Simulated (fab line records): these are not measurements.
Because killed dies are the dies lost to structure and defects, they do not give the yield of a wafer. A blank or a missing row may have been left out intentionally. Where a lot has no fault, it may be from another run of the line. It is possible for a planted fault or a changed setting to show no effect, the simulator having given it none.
fab line records | flow nandHarc
record lots=6 | wafers=18 | lastDay=33
route steps=1302 shown P_M0@255 END@1302
lots with no fault: from the same line, run without faults
startH: hours from the record's opening day to when the first of the lot's shown wafers began | waitH: hours since the lot's step before | " as in the row above | L1.1+2: a row that stands for several wafers | - no value, or no start given | * or withheld: withheld | < > ~ a bound
route shown NAME@n: a module of which the file shows steps, and the number in the route of the first | usual: mean/standard deviation taken from wafers without a fault | same: alike in all rows | chamber/n: place in a boat | sites: each site's reading | _std_site: standard deviation of those values | _edge_site: inner sites' mean taken away from outer sites' mean | radiusMm: for every site, how far away it sits from the centre of the wafer | mask NAME#n: copy n | behind: the tool/chamber that last shaped the wafer | hold: why the lot went on hold/how many hours it stayed there/how the hold came to an end | device: whichever transistor did not switch (one of n, p or np) | end of line: the tests these same wafers got at the end of their route | a step with no rows: only its recipe | killed: at the first sort, the dies lost to defects and structure; wafer yield is something else | map: dies across one wafer; x = killed, . = not, _ = none there
set.NAME: the setting the step ran with; set.NAME@STEP: the setting that earlier step ran with | model.NAME: the simulator's own value behind a step, which no gauge read
a table for each step, a row for each wafer; lots at some steps of the route
services: from which hour (startH, from the record's first day; less than 0 if before it) a tool's chamber was out of use, for how many hours, and why
## steps
# step NHARC_P_M0_HMDS_02
# recipe timeS=30
# step NHARC_P_M0_COAT_33
# recipe tempC=200 | timeS=65
# step NHARC_P_M0_COAT_03
# recipe spinRpm=1500 | resistThkNm=90
# step NHARC_P_M0_SOFTBAKE_04
# recipe tempC=105 | timeS=55
# step NHARC_P_M0_EBR_05
# step NHARC_P_M0_EXPOSE_06
# recipe na=1.35 | targetCdNm=90 | doseMj=81.28 | maskId=P_M0
# step NHARC_P_M0_PEB_07
# recipe pebTempC=100 | pebTimeS=65
# step NHARC_P_M0_DEVELOP_08
# recipe developTimeS=35 | devTempC=23
# step NHARC_P_M0_CD_MEAS_09
# recipe targetCdNm=90 | landingEnergyEv=500
# usual cdNm=90.1/0.71
lot.wafer | tool     | chamber | startH | waitH | cdNm
L164.1    | cdSem-01 | 0       | 171.92 | -     | 89.7
L164.4    | "        | 0       | "      | "     | 88.9
L164.5    | "        | 0       | "      | "     | 90.1
L165.2    | cdSem-03 | 0       | 183.06 | -     | 90.1
L165.3    | "        | 0       | "      | "     | 89.1
L165.5    | "        | 0       | "      | "     | 90.5
L174.1    | cdSem-03 | 0       | 265.38 | -     | 90.6
L174.5    | "        | 0       | "      | "     | 88.8
L174.6    | "        | 0       | "      | "     | 89.6
L175.1    | cdSem-01 | 0       | 284.20 | -     | 89.9
L175.2    | "        | 0       | "      | "     | 89.9
L175.6    | "        | 0       | "      | "     | 90.3
L179.1    | cdSem-02 | 0       | 327.89 | -     | 89.9
L179.4    | "        | 0       | "      | "     | 90.6
L179.6    | "        | 0       | "      | "     | 90.8
L182.1    | cdSem-01 | 0       | 350.10 | -     | 89.9
L182.3    | "        | 0       | "      | "     | 89.2
L182.5    | "        | 0       | "      | "     | 89.2
# step NHARC_P_M0_OVL_MEAS_10
# recipe pitchNm=180
# usual overlayXNm=0.1/0.92 | overlayYNm=0.2/0.9
lot.wafer | tool       | chamber | startH | waitH | overlayXNm | overlayYNm
L164.1    | overlay-02 | -       | 172.00 | -     | 1.2        | -0.6
L164.4    | "          | -       | "      | "     | 0.1        | -0.6
L164.5    | "          | -       | "      | "     | 0.5        | -0.4
L165.2    | overlay-01 | -       | 183.15 | -     | -1.2       | 0.8
L165.3    | "          | -       | "      | "     | -1.0       | 0.9
L165.5    | "          | -       | "      | "     | -0.6       | 0.6
L174.1    | overlay-02 | -       | 265.47 | -     | -0.2       | -0.5
L174.5    | "          | -       | "      | "     | 0.3        | -0.7
L174.6    | "          | -       | "      | "     | 0.0        | -0.8
L175.1    | overlay-01 | -       | 284.29 | -     | 1.7        | -0.1
L175.2    | "          | -       | "      | "     | 1.9        | -0.7
L175.6    | "          | -       | "      | "     | 1.4        | -0.7
L179.1    | overlay-01 | -       | 327.98 | -     | -0.3       | 0.2
L179.4    | "          | -       | "      | "     | -0.5       | 0.7
L179.6    | "          | -       | "      | "     | -0.6       | 0.7
L182.1    | overlay-01 | -       | 350.19 | -     | 1.4        | 0.4
L182.3    | "          | -       | "      | "     | 0.9        | 0.4
L182.5    | "          | -       | "      | "     | 0.9        | 0.5
# step NHARC_P_M0_INSPECT_11
# usual rawDefectCount=4.1/2.6
lot.wafer | tool             | chamber | startH | waitH | rawDefectCount
L164.1    | defectInspect-02 | -       | 172.04 | 0.0   | 8
L164.4    | "                | -       | "      | "     | 5
L164.5    | "                | -       | "      | "     | 6
L165.2    | defectInspect-02 | -       | 183.18 | 0.0   | 4
L165.3    | "                | -       | "      | "     | 4
L165.5    | "                | -       | "      | "     | 1
L174.1    | defectInspect-01 | -       | 265.50 | 0.0   | 5
L174.5    | "                | -       | "      | "     | 2
L174.6    | "                | -       | "      | "     | 1
L175.1    | defectInspect-01 | -       | 284.33 | 0.0   | 9
L175.2    | "                | -       | "      | "     | 9
L175.6    | "                | -       | "      | "     | 7
L179.1    | defectInspect-01 | -       | 328.02 | 0.0   | 1
L179.4    | "                | -       | "      | "     | 4
L179.6    | "                | -       | "      | "     | 0
L182.1    | defectInspect-01 | -       | 350.22 | 0.0   | 7
L182.3    | "                | -       | "      | "     | 7
L182.5    | "                | -       | "      | "     | 6
# step NHARC_P_M0_DESCUM_14
# recipe timeS=3 | o2FlowSccm=200 | arFlowSccm=0 | biasPowerW=0 | chemistry=O2
# usual drypumpMotorCurrentA=5.5/0.42 | mfcArSccm=0.005/0.0091 | oesProductAu=1.002/0.011 | rfVppV=57.8/0.86 | showerheadPlenumPTorr=1.92/0.074 | throttleValvePct=11.310/0.0092
# same biasPowerW=0
lot.wafer | tool       | chamber | startH | waitH | drypumpMotorCurrentA | mfcArSccm | oesProductAu | rfHoursCounterH | rfVppV | showerheadPlenumPTorr | throttleValvePct
L164.1    | rieDiel-05 | 0       | 172.10 | 0.1   | 5.5                  | 0.012     | 0.999        | 20              | 57.4   | 1.89                  | 11.307
L164.4    | "          | 3       | "      | "     | 5.0                  | 0         | 1.006        | 15              | 57.5   | 1.86                  | 11.312
L164.5    | "          | 0       | "      | "     | 5.5                  | 0.012     | 1.005        | -               | 59.6   | 1.89                  | 11.308
L165.3    | rieDiel-05 | 3       | 183.25 | 0.1   | 4.9                  | 0         | 1.010        | 17              | 57.6   | 1.86                  | 11.310
L165.2    | "          | 0       | "      | "     | 5.5                  | 0.012     | 1.008        | 22              | 58.1   | 1.89                  | 11.310
L165.5    | "          | 3       | "      | "     | 4.9                  | 0         | 1.009        | -               | 56.3   | 1.86                  | 11.302
L174.1    | rieDiel-05 | 1       | 265.57 | 0.1   | 5.5                  | 0         | 1.008        | 1               | 59.6   | 2.02                  | 11.305
L174.6    | "          | 1       | "      | "     | 5.5                  | 0         | 1.016        | -               | 58.3   | 2.02                  | 11.299
L174.5    | "          | 2       | "      | "     | 5.8                  | 0         | 0.994        | -               | 59.3   | 1.92                  | 11.312
L175.1    | rieDiel-05 | 3       | 284.41 | 0.1   | 5.0                  | 0         | 1.002        | 1               | 58.3   | 1.86                  | 11.295
L175.2    | "          | 0       | "      | "     | 5.5                  | 0.012     | 1.003        | 3               | 58.1   | 1.88                  | 11.316
L175.6    | "          | 1       | "      | "     | 5.5                  | 0         | 1.005        | -               | 59.0   | 2.02                  | 11.320
L179.4    | rieDiel-05 | 1       | 328.08 | 0.1   | 5.5                  | 0         | 1.007        | 12              | 58.3   | 2.02                  | 11.299
L179.1    | "          | 2       | "      | "     | 5.8                  | 0         | 0.987        | 9               | 56.8   | 1.92                  | 11.310
L179.6    | "          | 2       | "      | "     | 5.8                  | 0         | 0.992        | -               | 58.4   | 1.92                  | 11.333
L182.3    | rieDiel-05 | 0       | 350.29 | 0.1   | 5.5                  | 0.012     | 0.983        | 15              | 57.3   | 1.88                  | 11.301
L182.1    | "          | 1       | "      | "     | 5.5                  | 0         | 1.008        | 14              | 58.1   | 2.02                  | 11.312
L182.5    | "          | 1       | "      | "     | 5.5                  | 0         | 1.008        | -               | 57.7   | 2.02                  | 11.309
# step NHARC_P_M0_ETCH_34
# recipe targetDepthA=400 | overetchA=120 | timeS=43.94 | ionEnergyEv=200 | n2FlowSccm=150 | h2FlowSccm=150 | arFlowSccm=0 | rfW=400 | biasW=150 | chemistry=N2/H2
# usual drypumpMotorCurrentA=5.5/0.43 | h2FlowSccm=150.0/0.49 | mfcArSccm=0.004/0.0083 | oesProductAu=1.001/0.0095 | rfVppV=430.4/2.2 | showerheadPlenumPTorr=2.04/0.076 | throttleValvePct=14.171/0.0081
lot.wafer | tool       | chamber | startH | waitH | drypumpMotorCurrentA | h2FlowSccm | mfcArSccm | oesProductAu | rfHoursCounterH | rfVppV | showerheadPlenumPTorr | throttleValvePct
L164.1    | rieDiel-05 | 1       | 172.20 | 0.1   | 5.5                  | 150.1      | 0         | 1.012        | 19              | 435.0  | 2.17                  | 14.168
L164.4    | "          | 2       | "      | "     | 5.8                  | 149.5      | 0         | 0.989        | 17              | 430.7  | 2.05                  | 14.172
L164.5    | "          | 0       | "      | "     | 5.5                  | 149.3      | 0.012     | 0.858        | -               | 431.0  | 2.01                  | 14.180
L165.2    | rieDiel-05 | 2       | 183.34 | 0.1   | 5.8                  | 150.1      | 0         | 0.987        | 19              | 432.1  | 2.05                  | 14.177
L165.3    | "          | 3       | "      | "     | 4.9                  | 150.4      | 0         | 0.995        | 17              | 429.5  | 1.98                  | 14.178
L165.5    | "          | 0       | "      | "     | 5.5                  | 149.9      | 0.012     | 0.843        | -               | 429.6  | 2.01                  | 14.166
L174.1    | rieDiel-05 | 0       | 265.68 | 0.1   | 5.5                  | 150.3      | 0.012     | 1.010        | 1               | 430.5  | 2.01                  | 14.167
L174.6    | "          | 1       | "      | "     | 5.5                  | 149.6      | 0         | 1.012        | -               | 435.3  | 2.16                  | 14.164
L174.5    | "          | 2       | "      | "     | 5.8                  | 150.0      | 0         | 0.999        | -               | 429.5  | 2.05                  | 14.171
L175.1    | rieDiel-05 | 3       | 284.48 | 0.1   | 4.9                  | 149.8      | 0         | 0.997        | 1               | 428.0  | 1.98                  | 14.182
L175.2    | "          | 2       | "      | "     | 5.8                  | 149.9      | 0         | 0.989        | 2               | 430.9  | 2.05                  | 14.180
L175.6    | "          | 0       | "      | "     | 5.5                  | 149.2      | 0.012     | 0.999        | -               | 429.9  | 2.01                  | 14.186
L179.1    | rieDiel-05 | 3       | 328.17 | 0.1   | 4.9                  | 149.7      | 0         | 0.999        | 10              | 428.6  | 1.97                  | 14.174
L179.4    | "          | 0       | "      | "     | 5.5                  | 150.4      | 0.012     | 0.994        | 12              | 428.3  | 2.00                  | 14.164
L179.6    | "          | 2       | "      | "     | 5.8                  | 148.7      | 0         | 0.999        | -               | 430.7  | 2.05                  | 14.169
L182.1    | rieDiel-05 | 3       | 350.38 | 0.1   | 4.9                  | 150.3      | 0         | 1.003        | 13              | 429.6  | 1.97                  | 14.174
L182.3    | "          | 0       | "      | "     | 5.5                  | 149.9      | 0.012     | 1.002        | 15              | 429.9  | 2.00                  | 14.175
L182.5    | "          | 2       | "      | "     | 5.8                  | 150.0      | 0         | 0.997        | -               | 429.7  | 2.04                  | 14.172
# step NHARC_P_M0_ETCH_15
# recipe targetDepthA=1500 | overetchA=150 | timeS=82.5 | c4f8FlowSccm=withheld | arFlowSccm=400 | rfW=600 | biasW=300 | chemistry=C4F8/Ar
# usual oesProductAu=0.964/0.015 | rfVppV=440.7/2.2
lot.wafer | tool       | chamber | startH | waitH | oesProductAu | rfHoursCounterH | rfVppV
L164.4    | rieDiel-05 | 2       | -      | -     | 0.976        | 17              | 443.7
L164.1    | "          | 0       | "      | "     | 0.965        | 20              | 439.2
L164.5    | "          | 2       | "      | "     | 0.972        | -               | 441.6
L165.2    | rieDiel-05 | 3       | -      | -     | 0.960        | 17              | 438.3
L165.3    | "          | 1       | "      | "     | 0.970        | 22              | 443.1
L165.5    | "          | 3       | "      | "     | 0.966        | -               | 439.6
L174.1    | rieDiel-05 | 2       | -      | -     | 0.954        | 1               | 439.9
L174.5    | "          | 2       | "      | "     | 0.947        | -               | 440.2
L174.6    | "          | 0       | "      | "     | 0.960        | -               | 440.7
L175.2    | rieDiel-05 | 1       | -      | -     | 0.969        | 3               | 442.9
L175.1    | "          | 0       | "      | "     | 0.975        | 3               | 439.7
L175.6    | "          | 2       | "      | "     | 0.941        | -               | 439.9
L179.4    | rieDiel-05 | 0       | -      | -     | 0.973        | 12              | 438.0
L179.1    | "          | 1       | "      | "     | 0.967        | 12              | 443.9
L179.6    | "          | 2       | "      | "     | 0.954        | -               | 441.0
L182.3    | rieDiel-05 | 1       | -      | -     | 0.974        | 14              | 444.9
L182.1    | "          | 3       | "      | "     | 0.981        | 13              | 439.1
L182.5    | "          | 2       | "      | "     | 0.967        | -               | 441.6
# step NHARC_END_SORT_01
# recipe tempC=25
# usual defectLimitedYield=91/3 | killedAtArray=59/20 | killedAtOther=0.8/1 | killedAtPeriphery=3.2/2.1 | killedDies=63/21 | killedOpen=3.0/1.9 | killedShort=2.3/1.5
# same grossDies=677
lot.wafer | tool      | chamber | startH | waitH | defectLimitedYield[%] | killedAtArray | killedAtOther | killedAtPeriphery | killedDies | killedOpen | killedShort
L174.1    | prober-01 | 0       | 709.27 | 2.5   | 95                    | 29            | 1             | 1                 | 31         | 2          | 3
L174.5    | prober-01 | 0       | 712.43 | 3.7   | 95                    | 31            | 0             | 1                 | 32         | 5          | 5
L174.6    | prober-01 | 0       | 713.22 | 4.0   | 96                    | 27            | 1             | 1                 | 29         | 5          | 3
L175.1    | prober-01 | 0       | 717.03 | 2.5   | 86                    | 92            | 0             | 5                 | 97         | 4          | 6
L175.2    | prober-01 | 0       | 717.83 | 2.8   | 86                    | 83            | 0             | 10                | 93         | 2          | 5
L175.6    | prober-01 | 0       | 721.02 | 4.0   | 87                    | 81            | 0             | 4                 | 85         | 1          | 3
L179.1    | prober-01 | 0       | 771.94 | 2.5   | 91                    | 60            | 0             | 0                 | 60         | 0          | 4
L179.4    | prober-01 | 0       | 774.31 | 3.4   | 91                    | 56            | 1             | 1                 | 58         | 6          | 3
L179.6    | prober-01 | 0       | 775.89 | 4.0   | 93                    | 47            | 1             | 1                 | 49         | 1          | 2
# killed by level:class
L174.1 A_CHANNEL_HOLE_D1:chamberFilmFlake=10 A_SLIT:chamberFilmFlake=4 A_ZERO_WELL:chamberFilmFlake=2 A_DECK1_JOINT:chamberFilmFlake=2 A_SGD_CUT:chamberFilmFlake=2 A_WL_FILL:chamberFilmFlake=2 P_GATE:geometricParticle:open=1 A_DECK1_JOINT:geometricParticle:short=1
L174.5 A_CHANNEL_HOLE_D1:chamberFilmFlake=16 A_DECK1_JOINT:geometricParticle:open=2 A_CHANNEL_FILL_D2:geometricParticle:short=2 A_SLIT:chamberFilmFlake=2 P_M1:geometricParticle:open=1 A_ONON_D1:geometricParticle:short=1 A_ONON_D2:geometricParticle:open=1 A_SGD_CUT:geometricParticle:open=1
L174.6 A_CHANNEL_HOLE_D1:chamberFilmFlake=11 A_CONTACT:chamberFilmFlake=3 A_M0:geometricParticle:open=2 A_DECK1_JOINT:chamberFilmFlake=2 A_SLIT:chamberFilmFlake=2 A_ONON_D1:geometricParticle:short=1 A_CHANNEL_FILL_D1:geometricParticle:open=1 A_CHANNEL_FILL_D2:geometricParticle:open=1
L175.1 A_SLIT:chamberFilmFlake=34 A_CHANNEL_HOLE_D1:chamberFilmFlake=25 A_CHANNEL_HOLE_D2:chamberFilmFlake=19 A_CHANNEL_FILL_D1:chamberFilmFlake=4 P_STI:chamberFilmFlake=2 P_GATE:geometricParticle:open=1 P_M0:geometricParticle:short=1 A_ONON_D1:geometricParticle:short=1
L175.2 A_SLIT:chamberFilmFlake=32 A_CHANNEL_HOLE_D1:chamberFilmFlake=20 A_CHANNEL_HOLE_D2:chamberFilmFlake=20 A_WL_FILL:geometricParticle:short=4 P_CONTACT:chamberFilmFlake=4 P_GATE:chamberFilmFlake=3 A_CONTACT:chamberFilmFlake=3 P_STI:chamberFilmFlake=2
L175.6 A_SLIT:chamberFilmFlake=30 A_CHANNEL_HOLE_D1:chamberFilmFlake=26 A_CHANNEL_HOLE_D2:chamberFilmFlake=16 A_CHANNEL_FILL_D2:geometricParticle:short=2 P_CONTACT:chamberFilmFlake=2 A_DECK1_JOINT:chamberFilmFlake=2 A_CONTACT:chamberFilmFlake=2 P_CONTACT:geometricParticle:open=1
L179.1 A_CHANNEL_HOLE_D2:chamberFilmFlake=32 A_CONTACT:chamberFilmFlake=8 A_SLIT:chamberFilmFlake=7 A_M0:geometricParticle:short=3 A_BLC:chamberFilmFlake=3 A_CHANNEL_HOLE_D1:chamberFilmFlake=2 A_CHANNEL_FILL_D2:chamberFilmFlake=2 A_SOURCE_PLATE:geometricParticle:short=1
L179.4 A_CHANNEL_HOLE_D2:chamberFilmFlake=26 A_CONTACT:chamberFilmFlake=6 A_SLIT:chamberFilmFlake=5 A_CHANNEL_HOLE_D1:unspecified=3 A_STAIRCASE:chamberFilmFlake=3 A_CHANNEL_FILL_D2:geometricParticle:open=2 A_CHANNEL_HOLE_D1:chamberFilmFlake=2 A_BLC:chamberFilmFlake=2
L179.6 A_CHANNEL_HOLE_D2:chamberFilmFlake=30 A_SLIT:chamberFilmFlake=5 A_CONTACT:chamberFilmFlake=5 A_ONON_D2:geometricParticle:short=1 A_ONON_D2:geometricParticle:open=1 A_WL_FILL:geometricParticle:short=1 P_ZERO_WELL:chamberFilmFlake=1 A_ZERO_WELL:chamberFilmFlake=1
## services
tool       | chamber | startH | hours | kind
rieDiel-05 | 0       | 157.86 | -     | clean
rieDiel-05 | 1       | 157.86 | -     | clean
rieDiel-05 | 2       | 157.86 | -     | clean
rieDiel-05 | 3       | 157.86 | -     | clean
rieDiel-05 | 0       | 182.36 | -     | clean
rieDiel-05 | 1       | 182.36 | -     | clean
rieDiel-05 | 2       | 182.36 | -     | clean
rieDiel-05 | 3       | 182.36 | -     | clean
rieDiel-05 | 0       | 207.03 | -     | clean
rieDiel-05 | 1       | 207.03 | -     | clean
rieDiel-05 | 2       | 207.03 | -     | clean
rieDiel-05 | 3       | 207.03 | -     | clean
rieDiel-05 | 0       | 231.53 | -     | clean
rieDiel-05 | 1       | 231.53 | -     | clean
rieDiel-05 | 2       | 231.53 | -     | clean
rieDiel-05 | 3       | 231.53 | -     | clean
rieDiel-05 | 1       | 234.06 | 6.6   | repair
rieDiel-05 | -       | 237.82 | 0.6   | repair
rieDiel-05 | -       | 252.25 | 9.0   | pm
rieDiel-05 | 0       | 252.25 | 9.0   | ventCycle
rieDiel-05 | 1       | 252.25 | 9.0   | ventCycle
rieDiel-05 | 3       | 263.37 | 3.2   | repair
rieDiel-05 | -       | 267.07 | 1.0   | repair
rieDiel-05 | 2       | 320.37 | 6.9   | repair
## key
firstSign step=NHARC_P_M0_ETCH_34 | reading=oesProductAu | direction=down | sigmas=16 | usual=1.001 | struck=0.850
effect none on later readings
metAt NHARC_P_M0_ETCH_34
struckWafers L164.5,L165.5
fault kind=processParameterDrift | tool=rieDiel-05 | chamber=0 | onsetH=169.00 | steps=NHARC_P_M0_ETCH_34 | channel=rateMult | offset=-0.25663 | shape=step | endH=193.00
